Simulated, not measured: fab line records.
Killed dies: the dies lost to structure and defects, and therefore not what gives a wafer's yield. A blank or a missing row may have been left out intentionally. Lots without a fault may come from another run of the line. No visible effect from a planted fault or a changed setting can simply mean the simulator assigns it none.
A struck lot beside a sound one || flow nand_harc || 25 out of 1302 route steps
Sound: the wafers L965.1, L965.2, L965.6. Wafers L971.1, L971.2, L971.4 were the ones struck. The cause comes at the end.
Order at every step that has rows: each side's tool, ch and its chambers, its first start. Under that, the readings that differ: sound wafers || struck wafers || difference of the means || sigmas: that difference in standard deviations of wafers without a fault.
alike: words and numbers the same on both sides, and readings whose means are apart by under 2 such deviations; not compared: readings that were withheld, readings missing a value for some wafer, numbers with overlapping values and no deviation given by the record, and bounds like >300 which may hide the same value.
Wherever a step has rows on one side only, a row that says differs or no value, or a row with sigmas, the two part there. Numbers that have no deviation but don't overlap get no sigmas and don't part them. A reading that every wafer of one side lacks parts them only if that side has two wafers or more.

NHARC_P_CONTACT_DEP_00: deposits SiO2, target thk 500 nm.
  sound on pecvd-04 ch 0,1; struck on pecvd-03 ch 0,1,2
  alike: heater_power_w, throttle_valve_pct
NHARC_P_CONTACT_CMP_01: polishes SiO2, target thk 200 nm.
  sound on cmp-03 ch 0,1,2, day 8 01:01; struck on cmp-03 ch 1,2,3, day 10 15:13
  alike: edge_zone_pressure_frac, motor_current_A, slurry_filter_dp_kPa
then, 9 steps without rows for these wafers: NHARC_P_CONTACT_SRD_03; NHARC_P_CONTACT_DEHYDRATE_04 (time 120 s); NHARC_P_CONTACT_HMDS_05 (time 30 s); NHARC_P_CONTACT_COAT_33 (time 75 s); NHARC_P_CONTACT_COAT_34 (time 65 s); NHARC_P_CONTACT_COAT_06 (resist thk 90 nm); NHARC_P_CONTACT_SOFTBAKE_07 (time 55 s); NHARC_P_CONTACT_EBR_08; NHARC_P_CONTACT_EXPOSE_09 (exposes mask P CA, target cd 90 nm).
NHARC_P_CONTACT_PEB_10: peb time 65 s.
  sound on litho_track-04 ch 0, day 8 01:43; struck on litho_track-04 ch 0, day 10 15:59
{"reading": "heater_power_total_W (W)", "sound": "156.7 156.5 156.3", "struck": "184.2 184.1 184.3", "difference": "+27.7", "sigmas": "+68"}
then, 1 step without rows for these wafers: NHARC_P_CONTACT_DEVELOP_11 (develop time 35 s).
NHARC_P_CONTACT_CD_MEAS_12: the cd target is 90 nm.
  sound on cd_sem-03 ch 0, day 8 01:47; struck on cd_sem-02 ch 0, day 10 16:04
{"reading": "cd_nm (nm)", "sound": "90.0 90.9 90.6", "struck": "79.0 79.5 78.9", "difference": -11.4, "sigmas": -14}
NHARC_P_CONTACT_OVL_MEAS_13:
  sound: overlay-02 at day 8 01:53; struck: overlay-01 at day 10 16:10
  alike: overlay_x_nm, overlay_y_nm
NHARC_P_CONTACT_INSPECT_14:
  sound: defect_inspect-02 at day 8 01:55; struck: defect_inspect-01 at day 10 16:12
  alike: raw_defect_count
NHARC_P_CONTACT_DESCUM_17: chemistry O2, time 3 s.
  sound on rie_diel-07 ch 1,3, day 8 01:59; struck on rie_diel-07 ch 1,2,3, day 10 16:16
{"reading": "model.P_CONTACT.cd_nm (nm)", "sound": "89.47 90.92 90.94", "struck": "79.44 78.95 78.45", "difference": -11.50, "sigmas": ""}
  alike: drypump_motor_current_A, oes_product_au, rf_vpp_V, showerhead_plenum_p_Torr, throttle_valve_pct
  not compared: rf_hours_counter_h
NHARC_P_CONTACT_ETCH_35: etches the open film in CF4, target depth 39 nm, time 65 s.
  sound on rie_diel-07 ch 1,2, day 8 02:04; struck on rie_diel-07 ch 0,2,3, day 10 16:20
  alike: drypump_motor_current_A, oes_product_au, rf_vpp_V, showerhead_plenum_p_Torr, throttle_valve_pct
  not compared: rf_hours_counter_h
then, 1 step without rows for these wafers: NHARC_P_CONTACT_ETCH_36 (etches the open film in N2/H2, target depth 260 nm, time 406.25 s).
NHARC_P_CONTACT_ETCH_18: etches the open film in C4F8/O2/Ar, target depth 481 nm, time 240.5 s.
  sound on rie_diel-07 ch 1,3; struck on rie_diel-07 ch 0,2,3
  alike: oes_product_au, rf_vpp_V
  not compared: rf_hours_counter_h
then, 1 step without rows for these wafers: NHARC_P_CONTACT_STRIP_37 (strips in C4F8/O2/Ar).
NHARC_P_CONTACT_ETCH_31: etches the open film in CH3F/O2, target depth 30 nm, time 85.7 s.
  sound on rie_diel-07 ch 1,3; struck on rie_diel-07 ch 0,1,2
{"reading": "model.P_CONTACT.cd_nm (nm)", "sound": "89.44 91.44 92.79", "struck": "79.22 81.18 78.83", "difference": -11.48, "sigmas": ""}
  alike: ch3f_flow_sccm, drypump_motor_current_A, oes_product_au, rf_vpp_V, showerhead_plenum_p_Torr, throttle_valve_pct
  not compared: rf_hours_counter_h
NHARC_P_CONTACT_CD_MEAS_19:
  sound: cd_sem-01 at day 8 02:52; struck: cd_sem-02 at day 10 17:08
{"reading": "cd_nm (nm)", "sound": "88.9 91.4 92.7", "struck": "79.3 80.9 78.7", "difference": -11.4, "sigmas": -5}
NHARC_P_CONTACT_STRIP_28: strips in O2.
  sound on rie_diel-05 ch 0,2,3, day 8 02:56; struck on rie_diel-11 ch 0,2, day 10 17:12
{"reading": "throttle_valve_pct (%)", "sound": "17.020 17.023 17.021", "struck": "17.045 17.029 17.050", "difference": "+0.020", "sigmas": "+2"}
  alike: drypump_motor_current_A, oes_product_au, rf_vpp_V, showerhead_plenum_p_Torr
  not compared: rf_hours_counter_h
-- the record jumps here: 19 days lie between the struck wafers' starts before and after (it left off in module P_CONTACT and takes up again in module END, whose first step shown is number 1302 of the route) --
NHARC_END_SORT_01:
  here the record holds rows for the struck wafers (prober-02 ch 0, day 29 19:29) but none for the sound ones

== WHERE THEY PART ==
Earliest at NHARC_P_CONTACT_PEB_10; latest, in this record, at NHARC_END_SORT_01.

WHY: the cause the simulator had injected
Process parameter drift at NHARC_P_CONTACT_PEB_10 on litho_track-04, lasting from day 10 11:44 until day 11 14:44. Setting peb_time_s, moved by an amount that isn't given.
